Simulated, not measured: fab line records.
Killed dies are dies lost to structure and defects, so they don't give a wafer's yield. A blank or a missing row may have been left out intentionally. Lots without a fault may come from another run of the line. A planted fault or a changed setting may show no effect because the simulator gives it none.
Struck lot and sound lot, side by side -- flow n5Finfet -- 38 out of 1938 route steps
Sound: the wafers L368.1, L368.4, L368.6. Struck: wafers L357.3, L357.6. (L357.1 of the same lot was not struck and is left out.) The cause comes at the end.
At each step with rows: each side's tool, then ch and its chambers, then its first start. Under that, the readings that differ: sound wafers -- struck wafers -- difference of the means -- sigmas: that difference in standard deviations of wafers without a fault.
alike: same words and numbers on both sides, and readings whose means sit less than 2 such deviations apart. not compared: any withheld reading, any reading some wafer has no value for, any bound like >300 that may hide the same value, and any number with overlapping values for which the record gives no deviation.
The two part at a step that has a row with sigmas, a row that says differs or no value, or rows on one side only. When numbers do not overlap yet have no deviation, they are printed without sigmas and do not part them. A reading that every wafer of one side lacks parts them only if that side has two wafers or more.

first, 8 steps without rows for these wafers: N5_BEOL_M3_ECD_50 (material Cu, target thk 300 nm); N5_BEOL_M3_ANNEAL_51 (time 90 s); N5_BEOL_M3_CMP_52 (polishes, stops on SiOC, t overpolish 6.8 s, target thk 40 nm); N5_BEOL_M3_PRE_CLEAN_60 (time 15 s); N5_BEOL_M3_CO_CAP_55 (material Co, precursor CCTBA/H2, target thk 2 nm, time 102.1 s); N5_BEOL_M3_PRE_CLEAN_56 (time 15 s); N5_BEOL_M3_DEP_57 (deposits SiCN from 3MS/NH3, target thk 8 nm, time 14 s); N5_BEOL_M4_ILD_DEP_00 (deposits SiOC from DEMS/O2, target thk 79 nm, time 15.3 s).
N5_BEOL_M4_PECVD_72: deposits SiO2 from TEOS/O2, target thk 16 nm, time 18 s.
  sound on pecvd-01 ch 0,1, day 12 15:17; struck on pecvd-02 ch 0,1, day 9 09:50
reading,sound,struck,difference,sigmas
model.SiO2_of_BEOL_M4_PECVD_72.thkNm (nm),15.6 16 16.2,24.4 24.6,+8.6,
  alike: heaterPowerW, showerheadPlenumPTorr, throttleValvePct
then, 25 steps without rows for these wafers: N5_BEOL_M4_HM_DEP_02 (deposits TiN, target thk 20 nm); N5_BEOL_M4_COAT_61 (time 60 s, resist thk 60 nm); N5_BEOL_M4_COAT_62 (time 60 s, resist thk 12 nm); N5_BEOL_M4_COAT_73 (time 60 s, resist thk 5 nm); N5_BEOL_M4_COAT_05 (resist thk 30 nm); N5_BEOL_M4_EBR_07; N5_BEOL_M4_SOFTBAKE_06 (time 60 s); N5_BEOL_M4_EXPOSE_08 (exposes mask M4); N5_BEOL_M4_PEB_09 (peb time 60 s); N5_BEOL_M4_DEVELOP_10 (develop time 30 s); N5_BEOL_M4_DESCUM_16 (chemistry O2, time 7 s); N5_BEOL_M4_ETCH_74 (etches underlayer in N2/H2, target depth 6.5 nm, time 5.2 s); N5_BEOL_M4_ETCH_63 (etches SiARC in CF4, target depth 15.6 nm, time 26 s); N5_BEOL_M4_ETCH_64 (etches SOC in N2/H2, target depth 75 nm, overetch 22.5 nm, time 121.9 s); N5_BEOL_M4_STRIP_65 (strips in N2/H2); N5_BEOL_M4_STRIP_75 (strips in N2/H2); N5_BEOL_M4_STRIP_66 (strips in CF4); N5_BEOL_M4_HM_OPEN_17 (chemistry Cl2/BCl3, target TiN, target depth 20 nm, overetch 6 nm); N5_BEOL_M4_STRIP_19 (strips in O2); N5_BEOL_M4_COAT_67 (time 60 s, resist thk 60 nm); N5_BEOL_M4_COAT_68 (time 60 s, resist thk 12 nm); N5_BEOL_M4_COAT_76 (time 60 s, resist thk 5 nm); N5_BEOL_M4_COAT_22 (resist thk 30 nm); N5_BEOL_M4_EBR_24; N5_BEOL_M4_SOFTBAKE_23 (time 60 s).
N5_BEOL_M4_HM_STRIP_39: strips TiN in peroxide tin strip, target depth 25 nm, time 158 s.
  sound on wetBench-02 ch 2,5,7, day 13 06:02; struck on wetBench-03 ch 2,7, day 10 17:03
reading,sound,struck,difference,sigmas
model.SiO2_of_BEOL_M4_PECVD_72.thkNm (nm),15.4 15.8 16,24.4 24.4,+8.7,
N5_BEOL_M4_CMP_52: polishes, stops on SiOC, t overpolish 6.8 s, target thk 40 nm.
  sound on cmp-03 ch 0,1,3, day 13 09:20; struck on cmp-02 ch 1, day 10 20:50
reading,sound,struck,difference,sigmas
barrierFieldEndpointS (s),24.9 25.4 25.6,34.6 34.9,+9.4,+14
overpolishRunS (s),6.782 6.810 6.805,6.483 6.210,-0.452,-51
  alike: motorCurrentA, retainingRingPressureFrac
N5_BEOL_M4_RC_MEAS_101:
  sound on prober-01 ch 0, day 13 09:58; struck on prober-01 ch 0, day 10 21:26
reading,sound,struck,difference,sigmas
DIBL_P (mV/V),40.4 41.2 39.8,35.2 36.0,-4.9,-2
IOFF_N (nA/um),0.22 0.25 0.20,0.15 0.16,-0.07,-2
SS_N (mV/dec),72.9 73.2 73.0,71.7 71.8,-1.3,-2
  alike: DIBL_N, IOFF_P, ION_N, ION_P, SS_P, VT_N, VT_P
N5_PASSIVATION_PROBE_49:
  sound wafers here have rows in the record (prober-02, day 18 01:37); struck ones have none

== WHERE THEY PART ==
At N5_BEOL_M4_CMP_52 first; at N5_PASSIVATION_PROBE_49 last (within this record only).

WHY: whatever the simulator had introduced
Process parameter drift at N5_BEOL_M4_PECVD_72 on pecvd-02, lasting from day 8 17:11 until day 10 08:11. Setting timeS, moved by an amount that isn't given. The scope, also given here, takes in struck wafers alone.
